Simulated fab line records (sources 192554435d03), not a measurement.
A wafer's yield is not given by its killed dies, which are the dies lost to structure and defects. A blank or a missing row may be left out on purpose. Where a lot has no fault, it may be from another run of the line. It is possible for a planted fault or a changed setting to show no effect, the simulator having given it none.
Which of the tools did it? | flow n5 finfet | 24 wafers from 8 lots sampled at 3 of the route's 1938 steps

## WHAT EACH GAUGE READ, for each wafer
N5_BEOL_M0_SAQP_INSPECT_16: inspects for defects (brightfield).
lot  | measured     | on                | raw defect count
L721 | day 7 06:17  | defect inspect-02 | 433 349 387
L722 | day 7 11:20  | defect inspect-01 | 798 553 438
L723 | day 7 23:07  | defect inspect-02 | 654 462 541
L725 | day 8 05:36  | defect inspect-02 | 1331 1188 1300
L731 | day 9 16:37  | defect inspect-01 | 1239 1461 1155
L734 | day 10 09:55 | defect inspect-02 | 340 297 460
L736 | day 10 20:47 | defect inspect-02 | 602 506 677
L737 | day 11 03:20 | defect inspect-01 | 353 369 519

## EACH LOT AND THE TOOL THAT RAN IT (in order: tool; ch and the chambers of the sampled wafers; start)
lot  | N5_BEOL_M0_SAQP_PECVD_00        | N5_BEOL_M0_SAQP_HM_DEP_02
L721 | pecvd-01 ch 1,2, day 7 05:20    | pvd sputter-02, day 7 05:25
L722 | pecvd-03 ch 0,2, day 7 08:20    | pvd sputter-03, day 7 10:35
L723 | pecvd-03 ch 0,2, day 7 20:38    | pvd sputter-03, day 7 22:16
L725 | pecvd-03 ch 0,1, day 8 03:16    | pvd sputter-03, day 8 04:52
L731 | pecvd-03 ch 0,1, day 9 14:38    | pvd sputter-03, day 9 15:43
L734 | pecvd-01 ch 0,1,2, day 10 07:26 | pvd sputter-01, day 10 09:05
L736 | pecvd-01 ch 1, day 10 19:40     | pvd sputter-01, day 10 19:57
L737 | pecvd-03 ch 1,2, day 11 01:38   | pvd sputter-02, day 11 02:34
- N5_BEOL_M0_SAQP_PECVD_00: deposits SiCN from 3MS/NH3, target thk 8 nm, time 14 s.
- N5_BEOL_M0_SAQP_HM_DEP_02: deposits TiN, target thk 12 nm.

## THE ANSWER, worked out from the rows above alone
Rule: usual is defined by the lots themselves. The widest of any qualifying gaps counts: lots, ordered by their means at a reading, are off when they make up no more than a third of the lots, leave a main group of 4 or more, and stand apart from it by 3 or more times the standard deviation of that group's means. Not used: any main group whose means are identical at the precision the tables above print for the reading. Also off: a lot with no number at a reading for which 4 or more lots have one. All remaining lots with rows at the step are treated as sound.
Off at N5_BEOL_M0_SAQP_INSPECT_16 (raw defect count): L725, L731. Main group: mean 485, sd 98.
If a tool, at a process step before that reading, ran all the lots that are off and no sound lot after the first of them, it fits. Gauges at N5_BEOL_M0_SAQP_INSPECT_16: tried the same way as those tools. One candidate fits, namely pvd sputter-03 at N5_BEOL_M0_SAQP_HM_DEP_02. Its last sound lot is L723 (day 7 22:16), its first lot that is off L725 (day 8 04:52): a fault that began between those two fits.

## WHAT THE SIMULATOR PUT IN
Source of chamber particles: pvd sputter-03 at N5_BEOL_M0_SAQP_HM_DEP_02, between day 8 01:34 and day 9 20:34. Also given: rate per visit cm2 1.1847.
Struck lots among those shown: L725, L731. The same result came from the rule above.
